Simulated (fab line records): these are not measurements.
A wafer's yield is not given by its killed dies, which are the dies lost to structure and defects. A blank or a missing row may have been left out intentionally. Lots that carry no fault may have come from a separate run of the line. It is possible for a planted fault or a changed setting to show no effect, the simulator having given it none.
Chamber matching -- flow n5 finfet -- rie diel-02 running N5_BEOL_M8_ETCH_72: 4 sister chambers
The step etches underlayer in N2/H2, target depth 6.5 nm, time 5.2 s. 14 wafers are shown with their chamber, then 7 later ones without.

WAFERS WITH THEIR CHAMBER
wafer,chamber,drypump motor current A (A),showerhead plenum p Torr (Torr),oes product au (a.u.)
L075.3,3,5.7,2.68,0.71
L075.5,3,5.8,2.68,0.73
L075.6,2,5.0,2.51,0.60
L081.2,0,5.3,2.58,0.71
L081.4,3,5.8,2.67,0.71
L081.6,1,5.6,2.63,0.59
L083.4,2,5.0,2.50,0.60
L083.5,1,5.6,2.62,0.58
L083.6,0,5.3,2.58,0.71
L084.3,0,5.3,2.58,0.73
L084.4,2,5.0,2.50,0.60
L084.5,2,5.0,2.50,0.60
L085.2,3,5.8,2.67,0.70
L085.3,2,5.0,2.50,0.58

SIGNATURES (means of the wafers above)
reading,chamber 0,chamber 1,chamber 2,chamber 3,scatter within a chamber
drypump motor current A,5.300,5.600,5.000,5.775,0.0274
showerhead plenum p Torr,2.5800,2.6250,2.5020,2.6750,0.0048
oes product au,0.7167,0.5850,0.5960,0.7125,0.0105
Rule: for a wafer and a chamber, the distance is found by dividing, reading by reading, the gap between the wafer's reading and the chamber's mean by the reading's scatter, squaring, summing and taking the root. The wafer belongs to the nearest chamber; if the next one is less than 2 further off, it can't be placed. The scatter is the square root of a quotient: the sum, over the shown wafers, of each reading's squared deviation from its chamber's mean, divided by wafers minus chambers.

WAFERS WITHOUT THEIR CHAMBER
wafer,drypump motor current A (A),showerhead plenum p Torr (Torr),oes product au (a.u.)
L085.6,5.5,2.62,0.60
L088.1,5.6,2.62,0.59
L088.2,5.8,2.67,0.68
L088.4,5.5,2.62,0.60
L096.2,5.3,2.56,0.67
L096.3,5.6,2.61,0.85
L096.4,5.8,2.66,0.67

WHICH CHAMBER EACH WENT THROUGH
wafer,from the rows above,in truth
L085.6,1,1
L088.1,1,1
L088.2,3,3
L088.4,1,1
L096.2,0,0
L096.3,0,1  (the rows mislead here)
L096.4,3,3
Correctly placed: 6 of 7. Number that these rows cannot place: 0. Placed wrongly: 1.
